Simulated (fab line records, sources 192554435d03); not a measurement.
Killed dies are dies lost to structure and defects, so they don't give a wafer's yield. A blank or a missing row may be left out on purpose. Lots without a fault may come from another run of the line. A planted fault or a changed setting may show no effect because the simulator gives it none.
A struck lot beside a sound one | flow n5_finfet | 15 steps out of a route of 1938
Sound: wafers L424.1, L424.5, L424.6. Struck: wafer L439.5. (L439.2, L439.6 of the same lot were not struck and are left out.) The cause comes at the end.
At each step with rows: each side's tool, then ch and its chambers, then its first start. Under that, the readings that differ: sound wafers | struck wafers | difference of the means | sigmas: that difference in standard deviations of wafers without a fault.
alike: readings whose means differ by less than 2 such deviations, and words and numbers that are the same on both sides. not compared: withheld readings, readings that some wafer has no value for, bounds like >300 that may hide the same value, and numbers for which the record gives no deviation and whose values overlap.
The two part at a step that has a row with sigmas, a row that says differs or no value, or rows on one side only. Numbers that don't overlap but have no deviation are shown without sigmas and don't part them. A reading that every wafer of one side lacks parts them only if that side has two wafers or more.

first, 1 step without rows for these wafers: N5_BEOL_M11_STRIP_73 (strips in C4F6/O2).
N5_BEOL_M11_STRIP_36: strips in N2/H2.
  sound on rie_diel-06 ch 0,1,3, day 11 11:10; struck on rie_diel-03 ch 0, day 15 06:36
  alike: drypump_motor_current_A, h2_flow_sccm, oes_product_au, rf_vpp_V, showerhead_plenum_p_Torr, throttle_valve_pct
  not compared: rf_hours_counter_h
N5_BEOL_M11_TRENCH_ETCH_37: etches SiCOH lowk in C4F6/O2, target depth 148.83 nm, time 48 s.
  sound on rie_diel-06 ch 0,1,3; struck on rie_diel-03 ch 0
  alike: drypump_motor_current_A, oes_product_au, rf_vpp_V, showerhead_plenum_p_Torr, throttle_valve_pct
  not compared: rf_hours_counter_h
N5_BEOL_M11_ETCH_41: etches SiCN in CH3F/O2, target depth 42.6 nm, time 86 s.
  sound on rie_diel-06 ch 0,1,3; struck on rie_diel-03 ch 0
  alike: drypump_motor_current_A, oes_product_au, rf_vpp_V, showerhead_plenum_p_Torr, throttle_valve_pct
  not compared: rf_hours_counter_h
then, 1 step without rows for these wafers: N5_BEOL_M11_STRIP_77 (strips in N2/H2, time 10 s).
N5_BEOL_M11_OCD_MEAS_38:
  sound on ocd-02, day 11 11:23; struck on ocd-01, day 15 06:49
  alike: trench_depth_nm
then, 4 steps without rows for these wafers: N5_BEOL_M11_HM_STRIP_39 (strips TiN in peroxide tin strip, target depth 25 nm, time 158 s); N5_BEOL_M11_SRD_40 (time 30 s); N5_BEOL_M11_PRECLEAN_42 (cleans in residue remover, time 60 s); N5_BEOL_M11_SRD_43 (time 30 s).
N5_BEOL_M11_CD_MEAS_35: target cd 70 nm.
  sound on cd_sem-02, day 11 11:32; struck on cd_sem-01, day 15 06:59
  alike: cd_nm
N5_BEOL_M11_CURE_72: cures SiCOH lowk, time 120 s.
  sound on uv_cure-02 ch 2, day 11 11:35; struck on uv_cure-03 ch 1, day 15 07:04
  alike: lamp_power_pct, wafer_temp_C_max
N5_BEOL_M11_DEGAS_44: time 60 s.
  sound on pvd_sputter-02, day 11 12:11; struck on pvd_sputter-01, day 15 07:28
  reading              | sound                | struck | difference | sigmas
  heater_power_w (W)   | 331 311 280          | 387    | +80        | +4
  susceptor_temp_C (C) | 250.04 250.11 249.98 | 262.83 | +12.79     | +71
N5_BEOL_M11_PRE_CLEAN_45: time 30 s.
  sound on pvd_sputter-02, day 11 12:13; struck on pvd_sputter-01, day 15 07:30
  reading            | sound       | struck | difference | sigmas
  heater_power_w (W) | 335 317 284 | 355    | +43        | +2
then, 1 step without rows for these wafers: N5_PASSIVATION_PROBE_49.

WHERE THEY PART
First at N5_BEOL_M11_DEGAS_44; last, within this record, at N5_BEOL_M11_PRE_CLEAN_45.

WHY: what the simulator had put in
Process parameter drift: pvd_sputter-01, from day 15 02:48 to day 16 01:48, at N5_BEOL_M11_DEGAS_44. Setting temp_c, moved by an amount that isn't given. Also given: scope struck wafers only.
